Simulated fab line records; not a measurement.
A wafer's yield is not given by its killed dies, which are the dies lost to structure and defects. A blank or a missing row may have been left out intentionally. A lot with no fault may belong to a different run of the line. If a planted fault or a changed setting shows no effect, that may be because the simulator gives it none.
A lot that was struck, set against a sound lot || flow n5Finfet || 16 out of 1938 route steps
Sound: wafers L263.1, L263.3, L263.5. Struck: wafer L262.1 (L262.2, L262.4, from the same lot, were not struck and are left out); the cause is given at the end.
For every step that has rows: the tool of each side, followed by ch and its chambers, followed by its first start. Under that, the readings that differ: sound wafers || struck wafers || difference of the means || sigmas: that difference in standard deviations of wafers without a fault.
alike: readings with means less than 2 such deviations apart, plus words and numbers identical on both sides. not compared: withheld readings, readings lacking a value on some wafer, bounds such as >300 that could conceal the same value, and numbers that have no deviation in the record and whose values overlap.
A row with sigmas, a row that says differs or no value, or rows on one side alone: a step with any of these is where the two part. Non-overlapping numbers with no deviation appear without sigmas and do not part them. Lack of a reading on every wafer of one side parts them only where that side has two or more wafers.

first, 2 steps without rows for these wafers: N5_HKMG_FIN_STRIP_33 (strips in N2/H2); N5_HKMG_FIN_STRIP_34 (strips in CF4).
N5_HKMG_FIN_ETCH_35: etches SOC in N2/H2, target depth 215.8 nm, time 243.4 s.
  sound on rieDiel-05 ch 2,3, day 7 11:13; struck on rieDiel-04 ch 0, day 7 05:23
{"reading": "showerheadPlenumPTorr (Torr)", "sound": "2.62 2.63 2.63", "struck": 2.41, "difference": -0.22, "sigmas": -2}
  alike: drypumpMotorCurrentA, oesProductAu, rfVppV, throttleValvePct
  not compared: rfHoursCounterH
N5_HKMG_FIN_STRIP_92: strips SOC in N2/H2, time 20 s.
  sound on rieDiel-05 ch 2,3, day 7 11:22; struck on rieDiel-04 ch 0, day 7 05:32
{"reading": "showerheadPlenumPTorr (Torr)", "sound": "3.45 3.47 3.47", "struck": 3.18, "difference": -0.28, "sigmas": -2}
  alike: drypumpMotorCurrentA, oesProductAu, powerW, rfVppV, throttleValvePct
  not compared: rfHoursCounterH
then, 1 step without rows for these wafers: N5_HKMG_FIN_WET_ETCH_18 (etches TiN in SC1, time 55 s, target depth 5.2 nm, rinse time 30 s).
N5_HKMG_FIN_STRIP_19: strips in N2/H2, time 360 s.
  sound on plasmaAsher-01 ch 1, day 7 11:31; struck on plasmaAsher-02 ch 0, day 7 05:40
  alike: drypumpMotorCurrentA, heaterPowerW
  not compared: rfHoursCounterH
N5_HKMG_FIN_ALD_91: deposits TiN, target thk 1 nm, pulse time 1 s, purge time 3 s.
  sound on aldMetal-02 ch 1,2, day 7 11:59; struck on aldMetal-01 ch 1, day 7 06:04
  alike: heaterPowerW, precursorPulseHeightRel
  not compared: coReactantPulseTimeS
then, 4 steps without rows for these wafers: N5_HKMG_FIN_COAT_85 (time 60 s, resist thk 300 nm); N5_HKMG_FIN_ETCH_86 (etches SOC in N2/H2, stops on TiN, target depth 393.2 nm); N5_HKMG_FIN_STRIP_89 (strips SOC in N2/H2, time 20 s); N5_HKMG_FIN_WET_ETCH_87 (etches TiN in SC1, time 154.2 s, target depth 4.7 nm, rinse time 30 s).
N5_HKMG_FIN_STRIP_88: strips in N2/H2, time 360 s.
  sound on plasmaAsher-01 ch 0,1, day 7 12:40; struck on plasmaAsher-01 ch 0, day 7 06:39
  alike: drypumpMotorCurrentA, heaterPowerW
  not compared: rfHoursCounterH
N5_HKMG_FIN_NWFM_ALD_20: deposits TiAlC, target thk 2 nm, pulse time 3 s, purge time 2 s.
  sound on aldMetal-02 ch 0,1,2, day 7 13:03; struck on aldMetal-04 ch 2, day 7 07:02
{"reading": "coReactantPulseTimeS (s)", "sound": "10 10 10", "struck": 10.802, "difference": "+0.802", "sigmas": ""}
  alike: heaterPowerW, precursorPulseHeightRel
then, 1 step without rows for these wafers: N5_HKMG_FIN_ALD_71 (deposits TiN, target thk 1 nm, pulse time 1 s, purge time 3 s).
-- the record jumps here: 8 days lie between the struck wafers' starts before and after (it left off in module HKMG_FIN and takes up again in module BEOL_M4, whose first step shown is number 1111 of the route) --
N5_BEOL_M4_RC_MEAS_101:
  sound on prober-01 ch 0, day 15 10:29; struck on prober-01 ch 0, day 14 23:28
{"reading": "DIBL_P (mV/V)", "sound": "38.0 37.7 35.7", "struck": 34.0, "difference": -3.1, "sigmas": -2}
{"reading": "IOFF_P (nA/um)", "sound": "0.261 0.255 0.217", "struck": 0.181, "difference": -0.063, "sigmas": -2}
{"reading": "SS_N (mV/dec)", "sound": "72.4 72.8 73.1", "struck": 70.7, "difference": -2.1, "sigmas": -4}
{"reading": "SS_P (mV/dec)", "sound": "74.0 73.9 73.4", "struck": 72.5, "difference": -1.3, "sigmas": -2}
  alike: DIBL_N, IOFF_N, ION_N, ION_P, VT_N, VT_P
N5_PASSIVATION_PROBE_49:
  sound wafers here have rows in the record (prober-02, day 20 12:26); struck ones have none

WHERE THEY PART
At N5_HKMG_FIN_ETCH_35 first; at N5_PASSIVATION_PROBE_49 last (within this record only).

WHY: what had been put in by the simulator
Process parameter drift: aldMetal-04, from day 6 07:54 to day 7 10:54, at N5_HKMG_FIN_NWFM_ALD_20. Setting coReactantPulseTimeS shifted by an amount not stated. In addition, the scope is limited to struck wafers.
